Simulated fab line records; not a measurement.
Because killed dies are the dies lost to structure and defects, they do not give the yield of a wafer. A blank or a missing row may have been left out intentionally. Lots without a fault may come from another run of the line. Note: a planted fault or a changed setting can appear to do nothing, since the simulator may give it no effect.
What tool caused it? -- flow nand_harc -- 24 lots, 72 wafers sampled, at 6 steps of a route of 1159

WHAT EACH GAUGE READ, for each wafer
NHARC_P_M2_THK_MEAS_24: measures by xrf. Usual: thk_nm at 144.4 nm, with a standard deviation of 1.3.
lot,measured,on,thk_nm (nm),flag
L075,day 6 06:59,film_metro-02,142.2 143.4 143.8,
L074,day 6 13:04,film_metro-02,143.5 144.3 144.8,
L077,day 6 23:29,film_metro-02,145.5 147.3 144.7,
L076,day 7 00:11,film_metro-01,145.5 144.9 142.2,
L078,day 7 04:58,film_metro-01,144.4 144.8 144.2,
L079,day 7 06:35,film_metro-02,146.0 145.0 144.5,
L080,day 8 02:35,film_metro-01,146.5 145.4 146.1,
L081,day 8 02:59,film_metro-02,140.6 144.0 143.2,
L082,day 8 07:23,film_metro-01,141.7 144.0 142.9,
L083,day 8 15:50,film_metro-02,146.3 145.0 145.7,
L084,day 8 21:10,film_metro-02,143.3 145.4 143.9,
L086,day 9 14:17,film_metro-01,146.0 141.7 146.8,
L085,day 9 14:36,film_metro-02,145.8 143.4 143.6,
L088,day 9 15:13,film_metro-02,147.0 143.7 143.0,
L087,day 9 16:44,film_metro-01,144.8 143.1 143.9,
L089,day 9 23:06,film_metro-02,145.0 142.6 145.5,
L090,day 10 00:41,film_metro-02,144.2 143.3 145.1,
L092,day 10 20:32,film_metro-01,145.2 145.9 146.6,
L091,day 10 21:08,film_metro-01,145.8 142.6 145.7,
L093,day 10 22:38,film_metro-01,143.6 144.4 143.5,
L094,day 11 06:55,film_metro-01,144.2 145.6 144.2,
L095,day 11 13:53,film_metro-02,144.7 143.3 144.0,
L097,day 11 17:26,film_metro-01,144.6 146.6 144.0,
L096,day 11 18:25,film_metro-01,143.1 144.7 145.4,

NHARC_A_ONON_D1_THK_MEAS_27: measures by ellipsometry. Usual: thk_nm at 1002 nm, with a standard deviation of 9.8.
lot,measured,on,thk_nm (nm),flag
L075,day 8 01:26,film_metro-01,1012 1013 1013,
L074,day 8 05:14,film_metro-02,990 991 991,
L077,day 8 15:31,film_metro-01,994 992 995,
L076,day 8 15:30,film_metro-02,1014 1015 1015,
L078,day 8 21:21,film_metro-01,1011 1010 1010,
L079,day 8 21:21,film_metro-02,995 995 997,
L080,day 9 20:02,film_metro-02,1007 1007 1008,
L081,day 9 20:02,film_metro-01,992 992 992,
L082,day 9 23:34,film_metro-02,1015 1016 1014,
L083,day 10 07:23,film_metro-01,990 990 990,
L084,day 10 15:50,film_metro-01,1004 1005 1005,
L086,day 11 08:17,film_metro-02,1018 1015 1016,
L085,day 11 07:55,film_metro-02,1008 1007 1006,
L088,day 11 07:54,film_metro-02,1000 1001 1001,
L087,day 11 08:16,film_metro-02,992 994 993,
L089,day 11 16:18,film_metro-02,1004 1004 1003,
L090,day 11 16:18,film_metro-01,1003 1004 1002,
L092,day 12 13:50,film_metro-01,1010 1009 1010,
L091,day 12 13:59,film_metro-01,1004 1003 1003,
L093,day 12 13:50,film_metro-02,996 996 997,
L094,day 12 23:40,film_metro-01,991 992 994,
L095,day 13 06:20,film_metro-01,1022 1024 1024,
L097,day 13 06:23,film_metro-02,993 995 994,
L096,day 13 06:22,film_metro-02,988 987 986,

NHARC_A_CHANNEL_HOLE_D1_CD_MEAS_18. Usual: cd_nm at 99.3 nm, with a standard deviation of 1.5.
lot,measured,on,cd_nm (nm),flag
L075,day 8 06:32,cd_sem-02,99.8 98.7 100.2,
L074,day 8 11:22,cd_sem-03,98.1 98.2 98.5,
L077,day 8 20:38,cd_sem-02,97.9 98.2 97.1,
L076,day 8 20:58,cd_sem-03,98.9 101.9 98.2,
L078,day 9 02:43,cd_sem-03,99.3 97.8 99.5,
L079,day 9 04:39,cd_sem-02,97.9 98.1 97.9,
L080,day 10 02:05,cd_sem-03,99.6 99.7 98.5,
L081,day 10 01:30,cd_sem-02,98.6 99.4 98.7,
L082,day 10 05:09,cd_sem-01,98.5 97.6 99.2,
L083,day 10 13:28,cd_sem-02,97.9 97.3 101.4,
L084,day 10 23:01,cd_sem-01,100.7 99.1 97.4,
L086,day 11 15:23,cd_sem-03,96.6 99.8 99.6,
L085,day 11 13:28,cd_sem-03,98.1 98.3 98.7,
L088,day 11 13:12,cd_sem-01,98.5 98.5 98.7,
L087,day 11 15:05,cd_sem-03,100.8 100.4 99.2,
L089,day 11 21:54,cd_sem-03,98.3 101.1 101.0,
L090,day 11 22:06,cd_sem-03,98.8 99.1 98.1,
L092,day 12 18:59,cd_sem-02,96.5 100.4 98.9,
L091,day 12 20:29,cd_sem-02,97.9 99.9 96.7,
L093,day 12 19:14,cd_sem-01,100.6 99.8 100.2,
L094,day 13 04:47,cd_sem-02,98.6 101.0 101.6,
L095,day 13 12:03,cd_sem-01,99.8 98.3 99.9,
L097,day 13 15:37,cd_sem-02,98.5 101.7 99.4,
L096,day 13 13:56,cd_sem-02,101.1 100.4 100.3,

WHICH TOOL RAN EACH LOT (tool, then ch and the chambers of the sampled wafers, then the start)
lot,NHARC_P_M2_ETCH_35,NHARC_P_BONDPAD_ETCH_37,NHARC_A_ZERO_WELL_ETCH_19
L075,"rie_diel-10 ch 1,2,3, day 6 04:38","rie_diel-13 ch 0,2, day 6 09:15","rie_diel-04 ch 1,3, day 6 13:29"
L074,"rie_diel-10 ch 0,1,3, day 6 10:11","rie_diel-09 ch 0,1,2, day 6 15:21","rie_diel-07 ch 0,1,2, day 6 19:30"
L077,"rie_diel-10 ch 0,1,2, day 6 21:07","rie_diel-13 ch 0,2,3, day 7 01:44","rie_diel-02 ch 0,2,3, day 7 05:44"
L076,"rie_diel-10 ch 0,1, day 6 21:44","rie_diel-13 ch 0,1,2, day 7 02:27","rie_diel-02 ch 0,1,3, day 7 06:42"
L078,"rie_diel-08 ch 1,2,3, day 7 02:27","rie_diel-13 ch 0,2,3, day 7 07:22","rie_diel-04 ch 0,3, day 7 11:56"
L079,"rie_diel-10 ch 0,2,3, day 7 04:14","rie_diel-11 ch 0,2,3, day 7 08:53","rie_diel-07 ch 0,1,3, day 7 12:57"
L080,"rie_diel-10 ch 1,2,3, day 8 00:14","rie_diel-09 ch 0,2,3, day 8 05:17","rie_diel-02 ch 0,1,2, day 8 09:47"
L081,"rie_diel-08 ch 0,2,3, day 8 00:37","rie_diel-13 ch 0,2,3, day 8 05:17","rie_diel-07 ch 0,1,3, day 8 10:04"
L082,"rie_diel-10 ch 0,2,3, day 8 04:56","rie_diel-13 ch 1,2,3, day 8 09:39","rie_diel-02 ch 0,1,3, day 8 13:53"
L083,"rie_diel-05 ch 1,2,3, day 8 13:24","rie_diel-11 ch 0,1,3, day 8 17:56","rie_diel-04 ch 0,2,3, day 8 21:59"
L084,"rie_diel-05 ch 1,3, day 8 18:49","rie_diel-13 ch 0,1,2, day 8 23:25","rie_diel-02 ch 0,2, day 9 03:47"
L086,"rie_diel-05 ch 1,2, day 9 11:49","rie_diel-13 ch 2,3, day 9 16:43","rie_diel-07 ch 0,2, day 9 20:45"
L085,"rie_diel-10 ch 0,1,3, day 9 12:17","rie_diel-11 ch 0,1, day 9 16:52","rie_diel-02 ch 0,1, day 9 20:49"
L088,"rie_diel-08 ch 0,2, day 9 12:50","rie_diel-13 ch 1,3, day 9 17:26","rie_diel-04 ch 0,1,2, day 9 21:37"
L087,"rie_diel-10 ch 0,1,3, day 9 14:22","rie_diel-13 ch 0,1,2, day 9 18:49","rie_diel-07 ch 0,1,3, day 9 22:53"
L089,"rie_diel-08 ch 0,1,3, day 9 20:40","rie_diel-13 ch 0,1,3, day 10 01:22","rie_diel-04 ch 0,2,3, day 10 05:24"
L090,"rie_diel-10 ch 1,3, day 9 22:10","rie_diel-13 ch 0,3, day 10 02:49","rie_diel-07 ch 1,2,3, day 10 06:44"
L092,"rie_diel-10 ch 0,1,2, day 10 18:00","rie_diel-13 ch 0,1,2, day 10 23:06","rie_diel-02 ch 0,2, day 11 03:08"
L091,"rie_diel-08 ch 2,3, day 10 18:37","rie_diel-13 ch 2,3, day 11 00:13","rie_diel-02 ch 0,2, day 11 04:09"
L093,"rie_diel-10 ch 0,3, day 10 20:05","rie_diel-13 ch 0,1, day 11 00:59","rie_diel-04 ch 0,3, day 11 05:03"
L094,"rie_diel-10 ch 0,1,2, day 11 04:26","rie_diel-13 ch 1,2,3, day 11 09:11","rie_diel-02 ch 2,3, day 11 13:13"
L095,"rie_diel-10 ch 2,3, day 11 11:13","rie_diel-13 ch 0,2,3, day 11 16:25","rie_diel-02 ch 1,2, day 11 20:50"
L097,"rie_diel-10 ch 0,1,3, day 11 15:07","rie_diel-13 ch 0,1,2, day 11 19:35","rie_diel-07 ch 0,2,3, day 11 23:39"
L096,"rie_diel-10 ch 1,2,3, day 11 16:01","rie_diel-13 ch 0,1,2, day 11 20:45","rie_diel-07 ch 0,1,3, day 12 00:52"
- NHARC_P_M2_ETCH_35: etches the open film in N2/H2, target depth 40 nm, overetch 12 nm, time 43.94 s.
- NHARC_P_BONDPAD_ETCH_37: etches the open film in N2/H2, target depth 60 nm, overetch 18 nm, time 65.91 s.
- NHARC_A_ZERO_WELL_ETCH_19: etches the open film in N2/H2, target depth 80 nm, overetch 24 nm, time 87.88 s.

AS READ BY THE TOOLS THEMSELVES (means over the sampled wafers that have a number; for cases with no such wafer, the mark the record gives instead)
NHARC_P_M2_ETCH_35. Usual: drypump_motor_current_A 5.9 A, standard deviation 0.36; mfc_ar_sccm 0.013 sccm, standard deviation 0.013; oes_product_au 0.998 a.u., standard deviation 0.0064; rf_vpp_V 431.3 V, standard deviation 2; showerhead_plenum_p_Torr 2.07 Torr, standard deviation 0.064; throttle_valve_pct 14.171 %, standard deviation 0.009.
lot,tool,drypump_motor_current_A (A),mfc_ar_sccm (sccm),oes_product_au (a.u.),rf_vpp_V (V),showerhead_plenum_p_Torr (Torr),throttle_valve_pct (%),flag
L075,rie_diel-10,6.2,0.005,0.999,431.1,2.04,14.163,
L074,rie_diel-10,5.9,0.011,0.999,431.4,2.06,14.173,
L077,rie_diel-10,6.1,0.016,0.993,431.3,2.05,14.179,
L076,rie_diel-10,5.8,0.022,0.996,431.4,2.07,14.161,
L078,rie_diel-08,5.4,0.014,0.996,429.6,2.04,14.176,
L079,rie_diel-10,6.0,0.016,1.001,430.6,2.03,14.171,
L080,rie_diel-10,6.2,0.005,0.999,431.0,2.04,14.163,
L081,rie_diel-08,5.7,0.007,0.999,432.2,2.11,14.179,
L082,rie_diel-10,6.0,0.016,0.998,430.1,2.03,14.175,
L083,rie_diel-05,5.8,0.011,0.994,433.3,2.15,14.181,
L084,rie_diel-05,5.5,0.006,0.998,434.0,2.17,14.166,
L086,rie_diel-05,5.9,0.015,0.996,433.4,2.13,14.167,
L085,rie_diel-10,5.9,0.011,0.991,431.9,2.06,14.168,
L088,rie_diel-08,5.9,0.004,1.005,433.3,2.16,14.183,
L087,rie_diel-10,5.9,0.011,0.994,431.1,2.06,14.179,
L089,rie_diel-08,5.8,0.016,1.008,429.6,2.01,14.168,
L090,rie_diel-10,6.0,0.001,0.993,431.5,2.06,14.168,
L092,rie_diel-10,6.1,0.016,1.006,430.8,2.05,14.171,
L091,rie_diel-08,5.4,0.011,0.997,430.3,2.05,14.172,
L093,rie_diel-10,5.7,0.022,1.001,430.9,2.05,14.174,
L094,rie_diel-10,6.1,0.016,0.994,431.3,2.05,14.182,
L095,rie_diel-10,6.1,0.006,0.996,430.2,2.03,14.174,
L097,rie_diel-10,5.9,0.011,0.996,431.0,2.06,14.178,
L096,rie_diel-10,6.2,0.005,1.002,430.7,2.04,14.166,

NHARC_P_BONDPAD_ETCH_37. Usual: drypump_motor_current_A 5.6 A, standard deviation 0.37; mfc_ar_sccm 0.014 sccm, standard deviation 0.012; oes_product_au 0.999 a.u., standard deviation 0.0068; rf_vpp_V 430.6 V, standard deviation 2; showerhead_plenum_p_Torr 2.05 Torr, standard deviation 0.066; throttle_valve_pct 14.171 %, standard deviation 0.0086.
lot,tool,drypump_motor_current_A (A),mfc_ar_sccm (sccm),oes_product_au (a.u.),rf_vpp_V (V),showerhead_plenum_p_Torr (Torr),throttle_valve_pct (%),flag
L075,rie_diel-13,5.4,0.021,1.006,430.9,2.04,14.168,
L074,rie_diel-09,5.0,0.004,1.007,430.0,2.04,14.173,
L077,rie_diel-13,5.6,0.011,1.003,431.6,2.04,14.167,
L076,rie_diel-13,5.6,0.019,1.001,430.9,2.04,14.165,
L078,rie_diel-13,5.6,0.011,0.999,430.7,2.04,14.173,
L079,rie_diel-11,6.1,0.019,0.989,429.1,2.02,14.166,
L080,rie_diel-09,5.2,0.004,1.000,429.3,1.99,14.170,
L081,rie_diel-13,5.6,0.011,0.996,429.8,2.04,14.168,
L082,rie_diel-13,5.7,0.009,1.000,430.9,2.04,14.164,
L083,rie_diel-11,6.2,0.024,1.001,431.4,2.05,14.167,
L084,rie_diel-13,5.5,0.019,0.993,430.3,2.04,14.174,
L086,rie_diel-13,5.8,0.002,0.999,430.8,2.04,14.183,
L085,rie_diel-11,6.1,0.027,1.012,432.6,2.12,14.174,
L088,rie_diel-13,5.9,0.015,1.001,431.1,2.08,14.177,
L087,rie_diel-13,5.5,0.019,0.996,430.2,2.04,14.175,
L089,rie_diel-13,5.8,0.017,0.993,431.9,2.09,14.173,
L090,rie_diel-13,5.8,0.009,0.998,431.0,2.09,14.167,
L092,rie_diel-13,5.5,0.019,0.992,430.2,2.04,14.179,
L091,rie_diel-13,5.8,0.002,1.003,430.9,2.04,14.161,
L093,rie_diel-13,5.7,0.024,0.992,431.5,2.08,14.164,
L094,rie_diel-13,5.7,0.009,0.998,430.7,2.04,14.179,
L095,rie_diel-13,5.6,0.011,0.998,431.3,2.04,14.174,
L097,rie_diel-13,5.5,0.019,0.996,430.1,2.04,14.168,
L096,rie_diel-13,5.5,0.019,0.995,430.7,2.04,14.176,

NHARC_A_ZERO_WELL_ETCH_19. Usual: drypump_motor_current_A 5.7 A, standard deviation 0.51; mfc_ar_sccm 0.010 sccm, standard deviation 0.01; oes_product_au 0.998 a.u., standard deviation 0.0084; rf_vpp_V 431.0 V, standard deviation 2.8; showerhead_plenum_p_Torr 2.06 Torr, standard deviation 0.093; throttle_valve_pct 14.171 %, standard deviation 0.009.
lot,tool,drypump_motor_current_A (A),mfc_ar_sccm (sccm),oes_product_au (a.u.),rf_vpp_V (V),showerhead_plenum_p_Torr (Torr),throttle_valve_pct (%),flag
L075,rie_diel-04,5.7,0.010,1.003,428.3,1.95,14.173,
L074,rie_diel-07,5.5,0.018,0.984,430.8,2.03,14.177,
L077,rie_diel-02,5.7,0.010,1.012,432.0,2.08,14.168,
L076,rie_diel-02,5.9,0.006,0.994,431.7,2.07,14.167,
L078,rie_diel-04,5.5,0.004,0.998,428.4,2.00,14.168,
L079,rie_diel-07,5.2,0.018,0.996,431.3,2.04,14.167,
L080,rie_diel-02,5.9,0.012,1.005,430.3,2.04,14.165,
L081,rie_diel-07,5.2,0.018,0.997,429.8,2.04,14.167,
L082,rie_diel-02,5.9,0.006,0.994,431.8,2.07,14.173,
L083,rie_diel-04,5.8,0.004,1.001,430.0,2.02,14.173,
L084,rie_diel-02,5.7,0.016,1.010,431.2,2.04,14.164,
L086,rie_diel-07,6.1,0.009,0.986,432.9,2.12,14.166,
L085,rie_diel-02,5.8,0.010,1.001,429.7,2.00,14.169,
L088,rie_diel-04,5.4,0.002,0.999,431.8,2.08,14.176,
L087,rie_diel-07,5.2,0.018,0.995,430.2,2.04,14.173,
L089,rie_diel-04,5.8,0.004,1.005,430.0,2.02,14.170,
L090,rie_diel-07,5.6,0.009,0.996,431.9,2.08,14.173,
L092,rie_diel-02,5.5,0.015,1.003,430.2,2.01,14.171,
L091,rie_diel-02,5.5,0.015,0.999,428.9,2.01,14.179,
L093,rie_diel-04,5.5,0.004,1.003,429.2,1.99,14.169,
L094,rie_diel-02,5.8,0.012,0.999,431.8,2.11,14.167,
L095,rie_diel-02,6.2,0.009,0.995,431.9,2.07,14.167,
L097,rie_diel-07,5.8,0.009,1.004,432.6,2.13,14.173,
L096,rie_diel-07,5.2,0.018,1.007,430.0,2.04,14.166,

THE ANSWER, worked out from the rows above alone
Rule: a lot counts as off when the mean over its wafers that have a number is more than 3 standard deviations away from the usual mean. A lot without any number at a reading at which 4 lots or more have one is off too. Where the step has rows for the other lots, those lots are counted as sound. After the gauges, taken in route order, come the tools' own readings; for these a lot's mean is taken, as printed above. The first step at which some lot is off is used, and at that step the reading that is off furthest; a lot without a number counts as furthest.
Nothing can be told from this: no lot is off at any reading shown.

WHAT THE SIMULATOR HAD INSERTED
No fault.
